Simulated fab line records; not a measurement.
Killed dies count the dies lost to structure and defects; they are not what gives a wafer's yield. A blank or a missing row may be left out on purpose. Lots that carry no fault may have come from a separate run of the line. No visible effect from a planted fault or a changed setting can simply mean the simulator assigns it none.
A lot that was struck, set against a sound lot -- flow n5-finfet -- 44 out of 1938 route steps
Sound: these wafers, L749.2, L749.3, L749.5. Struck: wafer L764.2; the same lot's L764.1 was not struck, so it is left out; see the end for the cause.
Each step with rows lists, per side, the tool, then ch with its chambers, then its first start. Under that, the readings that differ: sound wafers -- struck wafers -- difference of the means -- sigmas: that difference in standard deviations of wafers without a fault.
alike: words and numbers the same on both sides, and readings whose means are apart by under 2 such deviations; not compared: readings that were withheld, readings missing a value for some wafer, numbers with overlapping values and no deviation given by the record, and bounds like >300 which may hide the same value.
Wherever a step has rows on one side only, a row that says differs or no value, or a row with sigmas, the two part there. Non-overlapping numbers with no deviation appear without sigmas and do not part them. A reading missing from all wafers of one side parts the sides only when that side holds two or more wafers.

first, 2 steps without rows for these wafers: N5_SD_EPI_N_STRIP_36 (strips in N2/H2); N5_SD_EPI_N_ETCHBACK_44 (etches SiNx in CH3F/O2, stops on SiO2, target depth 14.5 nm).
N5_SD_EPI_N_ETCH_45: etches SiOCN in CH3F/O2, target depth 6 nm.
  sound on rie-diel-04 ch 1,2,3, day 3 17:11; struck on rie-diel-05 ch 2, day 7 05:48
reading,sound,struck,difference,sigmas
showerhead-plenum-p-Torr (Torr),1.98 2.07 1.97,1.81,-0.20,-2
  alike: drypump-motor-current-A, oes-product-au, rf-vpp-V, throttle-valve-pct
  not compared: rf-hours-counter-h
N5_SD_EPI_N_ETCH_16: etches SiO2 in CHF3/O2, target depth 5 nm.
  sound on rie-diel-04 ch 1,2,3, day 3 17:17; struck on rie-diel-05 ch 2, day 7 05:54
reading,sound,struck,difference,sigmas
showerhead-plenum-p-Torr (Torr),2.39 2.49 2.39,2.21,-0.21,-2
  alike: drypump-motor-current-A, oes_f_703_au, oes-product-au, rf-vpp-V, throttle-valve-pct
  not compared: rf-hours-counter-h
then, 8 steps without rows for these wafers: N5_SD_EPI_N_STRIP_47 (strips in CHF3/O2); N5_SD_EPI_N_SD_RECESS_17 (chemistry HBr/Cl2/O2, target depth 41 nm, time 23.7 s, bt time 3 s); N5_SD_EPI_N_STRIP_38 (strips in N2/H2); N5_SD_EPI_N_WET_ETCH_43 (etches SiO2 in dHF, time 14 s, target depth 1.5 nm); N5_SD_EPI_N_STRIP_18 (strips in SPM, time 750 s); N5_SD_EPI_N_SRD_20 (time 30 s); N5_SD_EPI_N_PRECLEAN_48 (cleans in NF3:NH3, afs cycles 2, time 20 s, sublimation time 60 s); N5_SD_EPI_N_VAPOR_ETCH_50 (etches Si in HCl, time 54 s).
N5_SD_EPI_N_EPI_21: deposits Si:P, time 690 s.
  sound on epi-rpcvd-02 ch 0, day 3 18:38; struck on epi-rpcvd-01 ch 0, day 7 06:57
reading,sound,struck,difference,sigmas
epi-growth-time-s (s),690 690 690,960.81,+270.81,
model.Si-P_of_SD_EPI_N_EPI_21.thk-nm (nm),60.6 59.6 60,75.4,+15.3,
N5_SD_EPI_N_EPI_MEAS_23:
  sound: film-metro-02 at day 3 20:05; struck: film-metro-01 at day 7 08:41
reading,sound,struck,difference,sigmas
thk-nm (nm),59.5 61.3 59.3,75.7,+15.7,+13
then, 4 steps without rows for these wafers: N5_SD_EPI_N_PRECLEAN_24 (cleans in O3/DIW, time 60 s); N5_SD_EPI_N_SRD_25 (time 30 s); N5_SD_EPI_N_PRECLEAN_49 (cleans in NF3:NH3, afs cycles 1, time 20 s, sublimation time 60 s); N5_SD_EPI_N_LINER_46 (material SiNx, target thk 3 nm).
N5_SD_EPI_N_INSPECT_26: inspects for defects (darkfield).
  sound: defect-inspect-02 at day 3 22:14; struck: defect-inspect-01 at day 7 09:18
  alike: raw-defect-count
then, 8 steps without rows for these wafers: N5_SD_EPI_P_COAT_34 (time 60 s, resist thk 350 nm); N5_SD_EPI_P_COAT_35 (time 60 s, resist thk 35 nm); N5_SD_EPI_P_COAT_03 (resist thk 150 nm); N5_SD_EPI_P_EBR_05; N5_SD_EPI_P_SOFTBAKE_04 (time 60 s); N5_SD_EPI_P_EXPOSE_06 (exposes mask SD P BLK, target cd 240 nm); N5_SD_EPI_P_PEB_07 (peb time 60 s); N5_SD_EPI_P_DEVELOP_08 (develop time 30 s).
N5_SD_EPI_P_CD_MEAS_09: target cd 240 nm.
  sound on cd-sem-01 ch 0, day 3 22:38; struck on cd-sem-02 ch 0, day 7 09:42
  alike: cd-nm
N5_SD_EPI_P_OVL_MEAS_10:
  sound on overlay-01 ch 0, day 3 22:39; struck on overlay-02 ch 0, day 7 09:44
  alike: SD_P_BLK_OVL
N5_SD_EPI_P_INSPECT_11: inspects for defects (macro).
  sound: defect-inspect-02 at day 3 22:41; struck: defect-inspect-01 at day 7 09:45
  alike: raw-defect-count
N5_SD_EPI_P_DESCUM_14: chemistry O2, time 7.9 s.
  sound on rie-diel-06 ch 0,3, day 3 22:43; struck on rie-diel-03 ch 0, day 7 10:01
reading,sound,struck,difference,sigmas
rf-vpp-V (V),240.4 241.9 242.8,245.2,+3.5,+2
showerhead-plenum-p-Torr (Torr),1.93 2.01 2.01,2.19,+0.21,+2
  alike: drypump-motor-current-A, oes-product-au, throttle-valve-pct
  not compared: rf-hours-counter-h
then, 5 steps without rows for these wafers: N5_SD_EPI_P_ETCH_36 (etches SiARC in CF4, target depth 45.5 nm, time 75.8 s); N5_SD_EPI_P_ETCH_37 (etches SOC in N2/H2, overetch 108 nm, time 486 s); N5_SD_EPI_P_STRIP_38 (strips in N2/H2); N5_SD_EPI_P_ETCHBACK_46 (etches SiNx in CH3F/O2, stops on SiO2, target depth 17.5 nm); N5_SD_EPI_P_ETCH_47 (etches SiOCN in CH3F/O2, target depth 25 nm).
N5_SD_EPI_P_ETCH_16: etches SiO2 in CHF3/O2, target depth 5 nm.
  sound on rie-diel-06 ch 0,3, day 3 23:20; struck on rie-diel-03 ch 0, day 7 10:37
reading,sound,struck,difference,sigmas
rf-vpp-V (V),499 502 503,536,+35,+2
showerhead-plenum-p-Torr (Torr),2.26 2.31 2.31,2.51,+0.22,+2
throttle-valve-pct (%),18.61 18.58 18.57,19.23,+0.64,+2
  alike: drypump-motor-current-A, oes_f_703_au, oes-product-au
  not compared: rf-hours-counter-h
then, 1 step without rows for these wafers: N5_SD_EPI_P_STRIP_50 (strips in CHF3/O2).
N5_SD_EPI_P_SD_RECESS_17: chemistry HBr/Cl2/O2, target depth 39.1 nm, bt time 3 s.
  sound on rie-si-06 ch 1,3, day 3 23:24; struck on rie-si-04 ch 1, day 7 10:41
reading,sound,struck,difference,sigmas
throttle-valve-pct (%),37.8 37.7 37.6,36.8,-0.9,-2
  alike: drypump-motor-current-A, oes-product-au
  not compared: rf-hours-counter-h
then, 3 steps without rows for these wafers: N5_SD_EPI_P_WET_ETCH_45 (etches SiO2 in dHF, time 10.7 s, target depth 2 nm, rinse time 30 s); N5_SD_EPI_P_STRIP_40 (strips in N2/H2); N5_SD_EPI_P_PRECLEAN_52 (cleans in O3/DIW, time 60 s).
N5_SD_EPI_P_PRECLEAN_24: cleans in O3/DIW, time 45 s.
  sound on wet-bench-02 ch 0,3,4, day 4 02:22; struck on wet-bench-05 ch 5, day 7 14:30
reading,sound,struck,difference,sigmas
model.Si-P_of_SD_EPI_N_EPI_21.thk-nm (nm),59.8 58.8 59,74.4,+15.2,
-- a jump in the record: the struck wafers' starts before and after are 9 days apart (it breaks off in module SD_EPI_P and resumes in module PASSIVATION, where the first step shown is number 1936 of the route) --
N5_PASSIVATION_PROBE_49:
  sound: prober-02 at day 12 00:12; struck: prober-01 at day 16 09:25
reading,sound,struck,difference,sigmas
killed_at_M0_to_M3,27 21 17,51,+29,+3
killed-dies,119 81 58,130,+44,+2
killed-on-rim,9 8 5,19,+12,+3
killed-open,80 54 40,86,+28,+2
killed-short,35 23 17,43,+18,+2
  alike: killed_at_M4_up, killed-at-contacts, killed-at-front-end, killed-at-other

== WHERE THEY PART ==
Last at N5_PASSIVATION_PROBE_49 as far as this record goes, first at N5_SD_EPI_N_ETCH_45.

WHY: whatever the simulator had introduced
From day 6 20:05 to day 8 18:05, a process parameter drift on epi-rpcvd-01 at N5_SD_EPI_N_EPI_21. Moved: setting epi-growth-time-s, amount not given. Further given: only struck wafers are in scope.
